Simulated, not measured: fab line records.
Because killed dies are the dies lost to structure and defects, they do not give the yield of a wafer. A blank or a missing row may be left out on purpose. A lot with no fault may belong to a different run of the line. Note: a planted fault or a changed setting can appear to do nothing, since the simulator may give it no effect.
fab line records	flow n5_finfet
record: lots: 5	wafers: 15	last_day: 18
route steps=1938 shown BEOL_M4@1093 BEOL_M5@1112
lots with no fault: from the same line, run without faults
start_h: hours from the record's first day to the start of the lot's first wafer shown	wait_h: time in hours since the lot's previous step	" unchanged from the row above	L1.1+2: one row covering several wafers at once	- no value present, or no start provided	* or withheld: withheld	< > ~ a bound
route shown NAME@n: a module of which the file shows steps, and the number in the route of the first	usual: mean/standard deviation of fault-free wafers	same: alike in all rows	chamber/n: place in a boat	sites: readings site by site	_std_site: how widely they spread, as a standard deviation	_edge_site: outer sites' mean less inner sites'	radius_mm: for every site, how far away it sits from the centre of the wafer	mask NAME#n: copy n	behind: the most recent tool/chamber to have shaped the wafer	hold: reason for holding the lot/hours on hold/outcome of the hold	device: transistor that didn't switch, given as n, p or np	end of line: at the end of the route, the tests of the same wafers	a step given without rows: its recipe and nothing more	killed: not the wafer's yield, but the dies lost to structure and defects at the first sort	map: a wafer's dies, x killed, . not, _ none there
set.NAME: the setting as run; set.NAME@STEP: as run at that earlier step	model.NAME: the simulator's own value behind a step, which no gauge read
certain route steps with their lots: each step a table, each wafer a row
services: when a tool's chamber went out of use (start_h, in hours from the record's first day, below 0 if earlier), for how many hours, and the reason
== steps ==
step: N5_BEOL_M4_ANNEAL_89
recipe: temp_c: 400	time_s: 240	ambient: vacuum
usual: heater_power_w: 858/91
lot.wafer	tool	chamber	start_h	wait_h	heater_power_w
L079.2	pvd_sputter-01	-	236.52	0.0	810
L079.4	"	-	"	"	959
L079.5	"	-	"	"	950
L087.1	pvd_sputter-03	-	259.84	0.0	778
L087.3	"	-	"	"	847
L087.4	"	-	"	"	767
L086.2	pvd_sputter-03	-	279.13	0.0	817
L086.4	"	-	"	"	783
L086.6	"	-	"	"	807
L091.2	pvd_sputter-02	-	289.94	0.0	718
L091.3	"	-	"	"	847
L091.5	"	-	"	"	839
L095.2	pvd_sputter-01	-	314.04	0.0	990
L095.3	"	-	"	"	934
L095.5	"	-	"	"	951
step: N5_BEOL_M4_SPUTTER_90
recipe: material: Cu	target_thk_a: 45	temp_c: -20	chamber_pressure_pa: 0.07	power_w: withheld	time_s: 8.29
usual: throttle_valve_pct: 30.0/0.97
lot.wafer	tool	chamber	start_h	wait_h	throttle_valve_pct
L079.2	pvd_sputter-01	-	236.66	0.1	31.9
L079.4	"	-	"	"	28.6
L079.5	"	-	"	"	30.2
L087.1	pvd_sputter-03	-	259.98	0.1	30.2
L087.3	"	-	"	"	29.7
L087.4	"	-	"	"	30.9
L086.2	pvd_sputter-03	-	279.27	0.1	29.9
L086.4	"	-	"	"	30.2
L086.6	"	-	"	"	30.2
L091.2	pvd_sputter-02	-	290.08	0.1	29.8
L091.3	"	-	"	"	30.5
L091.5	"	-	"	"	30.3
L095.2	pvd_sputter-01	-	314.18	0.1	28.9
L095.3	"	-	"	"	29.5
L095.5	"	-	"	"	29.4
step: N5_BEOL_M4_ANNEAL_91
recipe: temp_c: 400	time_s: 240	ambient: vacuum
usual: heater_power_w: 857/93
lot.wafer	tool	chamber	start_h	wait_h	heater_power_w
L079.2	pvd_sputter-01	-	236.74	0.0	793
L079.4	"	-	"	"	957
L079.5	"	-	"	"	889
L087.1	pvd_sputter-03	-	260.06	0.0	762
L087.3	"	-	"	"	821
L087.4	"	-	"	"	767
L086.2	pvd_sputter-03	-	279.35	0.0	839
L086.4	"	-	"	"	770
L086.6	"	-	"	"	768
L091.2	pvd_sputter-02	-	290.16	0.0	733
L091.3	"	-	"	"	851
L091.5	"	-	"	"	859
L095.2	pvd_sputter-01	-	314.26	0.0	992
L095.3	"	-	"	"	943
L095.5	"	-	"	"	921
step: N5_BEOL_M4_SPUTTER_92
recipe: material: Cu	target_thk_a: 45	temp_c: -20	chamber_pressure_pa: 0.07	power_w: withheld	time_s: 8.29
usual: throttle_valve_pct: 30.0/0.99
lot.wafer	tool	chamber	start_h	wait_h	throttle_valve_pct
L079.2	pvd_sputter-01	-	236.88	0.1	32.1
L079.4	"	-	"	"	28.7
L079.5	"	-	"	"	30.2
L087.1	pvd_sputter-03	-	260.20	0.1	30.3
L087.3	"	-	"	"	29.8
L087.4	"	-	"	"	30.5
L086.2	pvd_sputter-03	-	279.49	0.1	29.9
L086.4	"	-	"	"	29.9
L086.6	"	-	"	"	30.3
L091.2	pvd_sputter-02	-	290.30	0.1	29.6
L091.3	"	-	"	"	30.8
L091.5	"	-	"	"	30.4
L095.2	pvd_sputter-01	-	314.40	0.1	28.9
L095.3	"	-	"	"	29.6
L095.5	"	-	"	"	29.5
step: N5_BEOL_M4_ANNEAL_93
recipe: temp_c: 400	time_s: 240	ambient: vacuum
usual: heater_power_w: 859/93
lot.wafer	tool	chamber	start_h	wait_h	heater_power_w
L079.2	pvd_sputter-01	-	236.96	0.0	794
L079.4	"	-	"	"	986
L079.5	"	-	"	"	911
L087.1	pvd_sputter-03	-	260.28	0.0	777
L087.3	"	-	"	"	832
L087.4	"	-	"	"	791
L086.2	pvd_sputter-03	-	279.57	0.0	812
L086.4	"	-	"	"	787
L086.6	"	-	"	"	787
L091.2	pvd_sputter-02	-	290.38	0.0	733
L091.3	"	-	"	"	854
L091.5	"	-	"	"	856
L095.2	pvd_sputter-01	-	314.48	0.0	953
L095.3	"	-	"	"	935
L095.5	"	-	"	"	926
step: N5_BEOL_M4_SPUTTER_94
recipe: material: Cu	target_thk_a: 45	temp_c: -20	chamber_pressure_pa: 0.07	power_w: withheld	time_s: 8.29
usual: throttle_valve_pct: 30.0/0.99
lot.wafer	tool	chamber	start_h	wait_h	throttle_valve_pct
L079.2	pvd_sputter-01	-	237.10	0.1	32.1
L079.4	"	-	"	"	28.7
L079.5	"	-	"	"	30.2
L087.1	pvd_sputter-03	-	260.42	0.1	30.3
L087.3	"	-	"	"	29.9
L087.4	"	-	"	"	30.8
L086.2	pvd_sputter-03	-	279.71	0.1	29.9
L086.4	"	-	"	"	30.0
L086.6	"	-	"	"	30.2
L091.2	pvd_sputter-02	-	290.52	0.1	29.6
L091.3	"	-	"	"	30.5
L091.5	"	-	"	"	30.6
L095.2	pvd_sputter-01	-	314.62	0.1	28.8
L095.3	"	-	"	"	29.3
L095.5	"	-	"	"	29.4
step: N5_BEOL_M4_ANNEAL_95
recipe: temp_c: 400	time_s: 240	ambient: vacuum
usual: heater_power_w: 858/96
lot.wafer	tool	chamber	start_h	wait_h	heater_power_w
L079.2	pvd_sputter-01	-	237.18	0.0	777
L079.4	"	-	"	"	974
L079.5	"	-	"	"	912
L087.1	pvd_sputter-03	-	260.50	0.0	773
L087.3	"	-	"	"	807
L087.4	"	-	"	"	770
L086.2	pvd_sputter-03	-	279.79	0.0	842
L086.4	"	-	"	"	765
L086.6	"	-	"	"	788
L091.2	pvd_sputter-02	-	290.60	0.0	727
L091.3	"	-	"	"	836
L091.5	"	-	"	"	853
L095.2	pvd_sputter-01	-	314.70	0.0	973
L095.3	"	-	"	"	921
L095.5	"	-	"	"	929
step: N5_BEOL_M4_SPUTTER_96
recipe: material: Cu	target_thk_a: 45	temp_c: -20	chamber_pressure_pa: 0.07	power_w: withheld	time_s: 8.29
usual: throttle_valve_pct: 30.0/0.97
lot.wafer	tool	chamber	start_h	wait_h	throttle_valve_pct
L079.2	pvd_sputter-01	-	237.32	0.1	31.8
L079.4	"	-	"	"	28.8
L079.5	"	-	"	"	30.4
L087.1	pvd_sputter-03	-	260.64	0.1	30.3
L087.3	"	-	"	"	30.0
L087.4	"	-	"	"	30.5
L086.2	pvd_sputter-03	-	279.93	0.1	29.6
L086.4	"	-	"	"	30.1
L086.6	"	-	"	"	30.3
L091.2	pvd_sputter-02	-	290.74	0.1	29.5
L091.3	"	-	"	"	30.4
L091.5	"	-	"	"	30.3
L095.2	pvd_sputter-01	-	314.84	0.1	28.8
L095.3	"	-	"	"	29.4
L095.5	"	-	"	"	29.6
step: N5_BEOL_M4_ECD_50
recipe: material: Cu	target_thk_a: 3000
lot.wafer	tool	chamber	start_h	wait_h
L079.2+4+5	ecd_cu-01	0	237.44	0.1
L087.1+3+4	ecd_cu-02	0,0,1	260.76	0.1
L086.2+4+6	ecd_cu-01	1,0,0	280.04	0.1
L091.2+3+5	ecd_cu-02	1,0,1	290.86	0.1
L095.2+3+5	ecd_cu-02	0,0,1	314.96	0.1
step: N5_BEOL_M4_ANNEAL_51
recipe: temp_c: 225	time_s: 90	ambient: N2
usual: wafer_temp_C_max: 226.25/0.28
lot.wafer	tool	chamber	start_h	wait_h	wafer_temp_C_max
L079.2	rtp_anneal-01	0	237.57	0.1	226.46
L079.4	"	0	"	"	225.99
L079.5	"	0	"	"	226.02
L087.1	rtp_anneal-02	0	261.20	0.4	226.21
L087.3	"	0	"	"	226.18
L087.4	"	0	"	"	226.10
L086.2	rtp_anneal-02	0	280.17	0.1	226.15
L086.4	"	0	"	"	225.87
L086.6	"	0	"	"	225.95
L091.2	rtp_anneal-01	0	290.98	0.1	226.50
L091.3	"	0	"	"	226.62
L091.5	"	0	"	"	226.01
L095.2	rtp_anneal-02	0	315.08	0.1	226.58
L095.3	"	0	"	"	225.89
L095.5	"	0	"	"	226.45
step: N5_BEOL_M4_CMP_52
recipe: stop_on: SiOC	t_overpolish_s: 6.8	down_force_psi: 1	platen_rpm: 50	clearing_platen_down_force_psi: 1.5	clearing_platen_rpm: 50	post_cmp_clean: cu_alkaline	target_thk_nm: 40	clearing_platen_pad_velocity_m_s: 0.99484	pad_velocity_m_s: 0.99484
usual: barrier_field_endpoint_s: 24.6/0.6	edge_zone_pressure_frac: 1.000/0.0048	motor_current_A: 6.1/0.62	overpolish_run_s: 6.800/0.0093	slurry_flow_ml_min: 150.0/0.49	time_to_endpoint_s: 62/3.1
lot.wafer	tool	chamber	start_h	wait_h	barrier_field_endpoint_s	edge_zone_pressure_frac	motor_current_A	overpolish_run_s	slurry_flow_ml_min	time_to_endpoint_s
L079.2	cmp-04	0	237.82	0.2	25.1	1.000	6.0	6.795	149.6	66
L079.4	"	2	"	"	24.8	0.999	6.1	6.819	149.8	61
L079.5	"	1	"	"	25.1	0.998	6.0	6.804	150.2	61
L087.4	cmp-01	0	261.50	0.1	25.1	0.996	7.5	6.791	149.5	62
L087.3	"	2	"	"	25.6	1.006	6.0	6.801	150.3	65
L087.1	"	3	"	"	25.9	1.003	5.5	6.803	150.4	67
L086.2	cmp-01	1	280.43	0.2	24.1	0.995	6.6	6.800	150.3	61
L086.4	"	2	"	"	25.0	0.997	5.4	6.807	150.2	64
L086.6	"	1	"	"	24.9	0.989	5.9	6.805	149.6	60
L091.2	cmp-03	2	291.24	0.2	24.3	0.992	6.0	6.793	150.0	63
L091.3	"	3	"	"	24.4	1.006	6.5	6.800	150.4	59
L091.5	"	3	"	"	23.3	1.005	6.3	6.813	150.2	57
L095.2	cmp-01	3	315.34	0.2	25.2	0.996	5.1	6.802	150.3	71
L095.3	"	0	"	"	24.4	0.998	7.6	6.788	150.6	64
L095.5	"	3	"	"	25.8	0.999	5.2	6.796	149.3	70
step: N5_BEOL_M4_THK_MEAS_53
recipe: thk_meas_gauge: xrf	reads: Cu_of_BEOL_M4_ECD_50
usual: M4_THK: 39.2/1.4
lot.wafer	tool	chamber	start_h	wait_h	M4_THK[nm]
L079.2	film_metro-02	-	238.11	-	36.6
L079.4	"	-	"	"	37.0
L079.5	"	-	"	"	38.4
L087.1	film_metro-02	-	261.79	-	39.6
L087.3	"	-	"	"	40.9
L087.4	"	-	"	"	39.0
L086.2	film_metro-02	-	280.73	-	39.5
L086.4	"	-	"	"	40.6
L086.6	"	-	"	"	36.5
L091.2	film_metro-01	-	291.53	-	40.4
L091.3	"	-	"	"	37.4
L091.5	"	-	"	"	37.2
L095.2	film_metro-01	-	315.63	-	39.3
L095.3	"	-	"	"	38.9
L095.5	"	-	"	"	40.1
step: N5_BEOL_M4_PRE_CLEAN_60
recipe: gas: NH3/H2	time_s: 15	temp_c: *	rf_power_w: 300
usual: heater_power_outer_w: 23/9.7	heater_power_w: 92/25
lot.wafer	tool	chamber	start_h	wait_h	heater_power_outer_w	heater_power_w
L079.2	cvd_co-02	1	238.15	0.0	17	84
L079.4	"	0	"	"	33	96
L079.5	"	1	"	"	17	83
L087.1	cvd_co-02	1	261.83	0.0	17	84
L087.3	"	0	"	"	32	94
L087.4	"	0	"	"	32	94
L086.2	cvd_co-02	1	280.76	0.0	17	85
L086.4	"	1	"	"	17	83
L086.6	"	2	"	"	16	78
L091.2	cvd_co-02	2	291.57	0.0	17	78
L091.3	"	0	"	"	34	93
L091.5	"	2	"	"	16	78
L095.2	cvd_co-01	0	315.67	0.0	19	72
L095.3	"	1	"	"	40	146
L095.5	"	0	"	"	20	72
step: N5_BEOL_M4_CO_CAP_55
recipe: material: Co	target_thk_a: 20	temp_c: 200	precursor: CCTBA/H2	pressure_torr: 30	time_s: 102.1
usual: heater_power_outer_w: 127/12	heater_power_w: 245/31
lot.wafer	tool	chamber	start_h	wait_h	heater_power_outer_w	heater_power_w
L079.2	cvd_co-02	1	238.19	0.0	121	233
L079.4	"	0	"	"	137	245
L079.5	"	1	"	"	119	234
L087.1	cvd_co-02	1	261.87	0.0	119	240
L087.3	"	0	"	"	139	252
L087.4	"	0	"	"	137	251
L086.2	cvd_co-02	1	280.80	0.0	119	235
L086.4	"	1	"	"	118	234
L086.6	"	2	"	"	117	224
L091.2	cvd_co-02	2	291.61	0.0	119	226
L091.3	"	0	"	"	139	247
L091.5	"	2	"	"	115	223
L095.2	cvd_co-01	0	315.71	0.0	124	225
L095.3	"	1	"	"	146	314
L095.5	"	0	"	"	119	226
step: N5_BEOL_M4_PRE_CLEAN_56
recipe: gas: NH3	time_s: 15	temp_c: withheld	rf_power_w: 300
lot.wafer	tool	chamber	start_h	wait_h
L079.2+4+5	pecvd-03	1,0,0	238.28	0.1
L087.1+3+4	pecvd-03	2,0,2	261.96	0.1
L086.2+4+6	pecvd-04	0,2,0	280.90	0.1
L091.2+3+5	pecvd-01	2,0,0	291.70	0.1
L095.2+3+5	pecvd-01	2,0,0	315.80	0.1
step: N5_BEOL_M4_DEP_57
recipe: material: SiCN	target_thk_a: 80	temp_c: withheld	precursor: 3MS/NH3	pressure_torr: 3	rf_w: 202	time_s: 14
usual: showerhead_plenum_p_Torr: 3.667/0.013	throttle_valve_pct: 9.4/0.41
lot.wafer	tool	chamber	start_h	wait_h	showerhead_plenum_p_Torr	throttle_valve_pct
L079.2	pecvd-03	1	238.32	0.0	3.667	9.9
L079.4	"	0	"	"	3.657	9.2
L079.5	"	0	"	"	3.666	9.1
L087.1	pecvd-03	2	261.99	0.0	3.665	8.9
L087.3	"	0	"	"	3.665	9.3
L087.4	"	2	"	"	3.661	8.9
L086.2	pecvd-04	0	280.92	0.0	3.671	9.6
L086.4	"	2	"	"	3.641	8.6
L086.6	"	0	"	"	3.690	9.7
L091.2	pecvd-01	2	291.72	0.0	3.641	9.2
L091.3	"	0	"	"	3.654	9.8
L091.5	"	0	"	"	3.649	9.7
L095.2	pecvd-01	2	315.82	0.0	3.644	9.0
L095.3	"	0	"	"	3.666	9.8
L095.5	"	0	"	"	3.666	9.8
step: N5_BEOL_M4_RS_MEAS_58
recipe: thk_meas_gauge: four-point-probe	reads: Co_of_BEOL_M4_CO_CAP_55+Cu_of_BEOL_M4_ECD_50+Co_of_BEOL_M4_CVD_47+TaN_of_BEOL_M4_ALD_84
usual: M4_RS: 0.68/0.031
lot.wafer	tool	chamber	start_h	wait_h	M4_RS[ohm/sq]
L079.2	film_metro-02	-	238.40	0.1	0.74
L079.4	"	-	"	"	0.73
L079.5	"	-	"	"	0.70
L087.1	film_metro-02	-	262.06	0.0	0.66
L087.3	"	-	"	"	0.64
L087.4	"	-	"	"	0.68
L086.2	film_metro-01	-	280.99	0.1	0.67
L086.4	"	-	"	"	0.65
L086.6	"	-	"	"	0.75
L091.2	film_metro-02	-	291.79	0.1	0.65
L091.3	"	-	"	"	0.72
L091.5	"	-	"	"	0.73
L095.2	film_metro-02	-	315.89	0.1	0.68
L095.3	"	-	"	"	0.69
L095.5	"	-	"	"	0.66
step: N5_BEOL_M4_INSPECT_59
recipe: inspect_instrument: darkfield	mode: post_dep
usual: raw_defect_count: 74/23
lot.wafer	tool	chamber	start_h	wait_h	raw_defect_count
L079.2	defect_inspect-02	-	238.43	0.0	83
L079.4	"	-	"	"	70
L079.5	"	-	"	"	58
L087.1	defect_inspect-01	-	262.08	0.0	140
L087.3	"	-	"	"	55
L087.4	"	-	"	"	69
L086.2	defect_inspect-02	-	281.01	0.0	94
L086.4	"	-	"	"	105
L086.6	"	-	"	"	89
L091.2	defect_inspect-02	-	291.82	0.0	65
L091.3	"	-	"	"	68
L091.5	"	-	"	"	46
L095.2	defect_inspect-01	-	315.92	0.0	45
L095.3	"	-	"	"	66
L095.5	"	-	"	"	30
step: N5_BEOL_M4_RC_MEAS_101
usual: DIBL_N: 36.0/1.6	DIBL_P: 35.8/2	IOFF_N: 0.152/0.03	IOFF_P: 0.20/0.031	ION_N: 670/12	ION_P: 459/7.4	SS_N: 71.5/0.56	SS_P: 73.2/0.64	VT_N: 251/3.5	VT_P: -252/3.3
lot.wafer	tool	chamber	start_h	wait_h	DIBL_N[mV/V]	DIBL_P[mV/V]	IOFF_N[nA/um]	IOFF_P[nA/um]	ION_N[uA/um]	ION_P[uA/um]	SS_N[mV/dec]	SS_P[mV/dec]	VT_N[mV]	VT_P[mV]
L079.2	prober-01	0	238.61	0.2	36.0	36.9	0.158	0.23	674	471	71.4	73.7	249	-247
L079.4	"	0	"	"	36.6	37.6	0.160	0.24	669	457	71.3	73.4	250	-247
L079.5	"	0	"	"	36.3	38.0	0.149	0.25	656	461	71.5	73.1	254	-248
L087.1	prober-02	0	262.11	0.0	35.1	35.8	0.133	0.18	669	455	71.4	72.8	252	-254
L087.3	"	0	"	"	38.1	39.6	0.190	0.22	668	454	72.8	73.3	247	-250
L087.4	"	0	"	"	37.1	39.3	0.179	0.23	684	470	71.6	72.8	247	-251
L086.2	prober-02	0	281.19	0.2	39.2	37.8	0.193	0.21	684	460	72.1	74.2	245	-252
L086.4	"	0	"	"	37.3	35.9	0.163	0.19	669	457	72.5	73.2	246	-254
L086.6	"	0	"	"	35.6	33.4	0.132	0.15	662	447	71.0	71.9	252	-255
L091.2	prober-02	0	292.00	0.2	35.6	32.7	0.127	0.16	656	443	71.8	73.0	254	-257
L091.3	"	0	"	"	35.2	33.2	0.122	0.15	659	443	71.1	73.0	256	-258
L091.5	"	0	"	"	34.1	32.0	0.109	0.14	673	459	71.4	71.8	257	-258
L095.2	prober-02	0	316.10	0.2	34.0	34.0	0.109	0.15	661	451	70.5	72.5	257	-254
L095.3	"	0	"	"	36.6	36.9	0.150	0.18	665	454	70.7	73.3	252	-254
L095.5	"	0	"	"	33.0	33.0	0.098	0.14	648	449	70.2	72.2	253	-256
step: N5_BEOL_M5_ILD_DEP_00
recipe: material: SiCOH_lowk	target_thk_a: 1406.4	temp_c: 300	precursor: DEMS/porogen	pressure_torr: 5	rf_w: 500	time_s: 25.9
usual: heater_power_outer_w: 152/22	heater_power_w: 311/35	showerhead_plenum_p_Torr: 5.739/0.013	throttle_valve_pct: 14.2/0.7
lot.wafer	tool	chamber	start_h	wait_h	heater_power_outer_w	heater_power_w	showerhead_plenum_p_Torr	throttle_valve_pct
L079.2	pecvd-01	0	239.42	0.7	131	269	5.745	14.7
L079.4	"	1	"	"	150	353	5.770	13.9
L079.5	"	0	"	"	141	278	5.738	14.8
L087.1	pecvd-01	0	263.07	0.8	168	312	5.750	14.9
L087.3	"	1	"	"	165	386	5.755	14.0
L087.4	"	0	"	"	170	315	5.731	14.7
L086.2	pecvd-03	1	282.00	0.7	167	331	5.744	15.2
L086.4	"	0	"	"	136	303	5.736	14.3
L086.6	"	2	"	"	97	221	5.729	13.7
L091.2	pecvd-03	2	292.81	0.7	121	251	5.754	13.9
L091.3	"	1	"	"	143	286	5.745	15.4
L091.5	"	2	"	"	125	260	5.719	13.9
L095.2	pecvd-01	0	316.91	0.7	164	318	5.740	15.0
L095.3	"	2	"	"	186	319	5.715	14.0
L095.5	"	2	"	"	186	317	5.703	14.0
step: N5_BEOL_M5_CURE_79
recipe: temp_c: 385	time_s: 240	ambient: He/Ar	material: SiCOH_lowk
usual: lamp_power_pct: 52.30/0.058	wafer_temp_C_max: 386.4/0.55
lot.wafer	tool	chamber	start_h	wait_h	lamp_power_pct	wafer_temp_C_max
L079.2	uv_cure-02	0	239.58	0.1	52.23	386.7
L079.4	"	0	"	"	52.31	386.5
L079.5	"	0	"	"	52.25	386.7
L087.1	uv_cure-01	1	264.28	1.2	52.32	387.1
L087.3	"	1	"	"	52.32	388.1
L087.4	"	1	"	"	52.30	388.3
L086.2	uv_cure-02	1	282.14	0.1	52.29	385.8
L086.4	"	1	"	"	52.22	385.8
L086.6	"	1	"	"	52.35	386.0
L091.2	uv_cure-03	0	292.95	0.1	52.23	385.8
L091.3	"	0	"	"	52.17	386.5
L091.5	"	0	"	"	52.33	385.9
L095.2	uv_cure-03	1	317.05	0.1	52.28	386.8
L095.3	"	1	"	"	52.28	386.6
L095.5	"	1	"	"	52.24	386.8
step: N5_BEOL_M5_THK_MEAS_01
recipe: reads: SiCOH_lowk_of_BEOL_M5_ILD_DEP_00
usual: M5_ILD_THK: 122.3/1.5
lot.wafer	tool	chamber	start_h	wait_h	M5_ILD_THK[nm]
L079.2	film_metro-01	-	240.01	0.4	119.5
L079.4	"	-	"	"	121.7
L079.5	"	-	"	"	122.1
L087.1	film_metro-02	-	265.27	0.8	120.2
L087.3	"	-	"	"	123.5
L087.4	"	-	"	"	121.3
L086.2	film_metro-01	-	282.57	0.4	121.7
L086.4	"	-	"	"	123.1
L086.6	"	-	"	"	122.1
L091.2	film_metro-01	-	293.39	0.4	122.2
L091.3	"	-	"	"	121.6
L091.5	"	-	"	"	122.5
L095.2	film_metro-01	-	317.49	0.4	122.8
L095.3	"	-	"	"	121.8
L095.5	"	-	"	"	123.2
step: N5_BEOL_M5_PECVD_70
recipe: material: SiO2	target_thk_a: 160	temp_c: 400	precursor: TEOS/O2	pressure_torr: 5.5	rf_w: 450	teos_flow_sccm: 53.8	gas: O2	flow_sccm: 3000	time_s: 18
usual: heater_power_outer_w: 439/51	heater_power_w: 720/76	showerhead_plenum_p_Torr: 8.79/0.051	throttle_valve_pct: 23.1/0.98
lot.wafer	tool	chamber	start_h	wait_h	heater_power_outer_w	heater_power_w	showerhead_plenum_p_Torr	throttle_valve_pct
L079.2	pecvd-01	1	240.04	0.0	475	855	8.88	22.7
L079.4	"	1	"	"	467	847	8.87	22.6
L079.5	"	0	"	"	439	675	8.78	23.7
L087.1	pecvd-01	0	265.31	0.0	466	733	8.79	24.0
L087.3	"	0	"	"	476	730	8.78	24.0
L087.4	"	1	"	"	454	811	8.87	22.8
L086.2	pecvd-03	1	282.61	0.0	488	758	8.77	24.8
L086.4	"	2	"	"	326	531	8.80	21.9
L086.6	"	1	"	"	475	755	8.80	24.4
L091.2	pecvd-03	0	293.42	0.0	411	701	8.80	23.3
L091.3	"	1	"	"	427	698	8.79	24.4
L091.5	"	0	"	"	403	712	8.77	22.9
L095.2	pecvd-03	1	317.52	0.0	399	629	8.79	24.6
L095.3	"	2	"	"	351	579	8.78	22.1
L095.5	"	1	"	"	388	650	8.77	24.3
step: N5_BEOL_M5_HM_DEP_02
recipe: material: TiN	target_thk_a: 200	temp_c: 25	chamber_pressure_pa: 0.49996
usual: throttle_valve_pct: 30.0/0.95
lot.wafer	tool	chamber	start_h	wait_h	throttle_valve_pct
L079.2	pvd_sputter-01	-	240.87	0.8	32.1
L079.4	"	-	"	"	30.0
L079.5	"	-	"	"	28.6
L087.1	pvd_sputter-01	-	267.22	1.9	28.6
L087.3	"	-	"	"	32.2
L087.4	"	-	"	"	29.2
L086.2	pvd_sputter-03	-	283.81	1.2	29.8
L086.4	"	-	"	"	30.8
L086.6	"	-	"	"	29.8
L091.2	pvd_sputter-03	-	294.77	1.3	30.8
L091.3	"	-	"	"	28.7
L091.5	"	-	"	"	30.0
L095.2	pvd_sputter-03	-	318.79	1.3	28.5
L095.3	"	-	"	"	29.9
L095.5	"	-	"	"	30.8
step: N5_BEOL_M5_COAT_59
recipe: resist: SOC	temp_c: 250	time_s: 60	spin_rpm: 1500	resist_thk_nm: 60
usual: chill_plate_temp_C: 23.02/0.11
lot.wafer	tool	chamber	start_h	wait_h	chill_plate_temp_C
L079.2	litho_track-05	0	240.99	0.1	22.89
L079.4	"	0	"	"	23.20
L079.5	"	0	"	"	22.95
L087.1	litho_track-05	0	267.35	0.1	23.15
L087.3	"	0	"	"	22.96
L087.4	"	0	"	"	23.07
L086.2	litho_track-01	0	283.94	0.1	23.22
L086.4	"	0	"	"	23.08
L086.6	"	0	"	"	22.93
L091.2	litho_track-05	0	294.90	0.1	23.03
L091.3	"	0	"	"	22.92
L091.5	"	0	"	"	22.97
L095.2	litho_track-05	0	318.92	0.1	22.99
L095.3	"	0	"	"	23.00
L095.5	"	0	"	"	23.07
== services ==
tool	chamber	start_h	hours	kind
cmp-03	-	215.43	0.8	repair
pecvd-01	2	215.87	20.5	repair
cmp-03	-	216.23	10.9	pm
pecvd-03	1	223.73	6.0	repair
cmp-03	-	230.18	2.7	repair
cmp-01	-	232.11	4.0	pm
pecvd-03	2	234.72	9.0	repair
cmp-01	-	236.11	-	consumable_replace:conditioner
cmp-01	-	236.11	-	consumable_replace:pad
pecvd-01	2	236.42	-	clean
pecvd-01	2	236.42	-	consumable_replace:showerhead
pecvd-01	2	236.42	29.0	scheduled_down
pecvd-01	2	236.42	29.0	vent_cycle
cmp-03	-	240.72	4.0	pm
cmp-03	-	244.72	-	consumable_replace:conditioner
cmp-03	-	244.72	-	consumable_replace:pad
pecvd-04	0	256.02	5.2	repair
cmp-03	-	257.37	10.0	repair
uv_cure-02	-	260.18	6.9	repair
ecd_cu-02	-	275.36	2.4	repair
cmp-01	-	275.76	1.8	repair
ecd_cu-02	-	292.19	3.8	repair
pecvd-04	2	301.00	2.5	repair
cmp-04	-	314.51	2.5	repair
== key ==
fault none
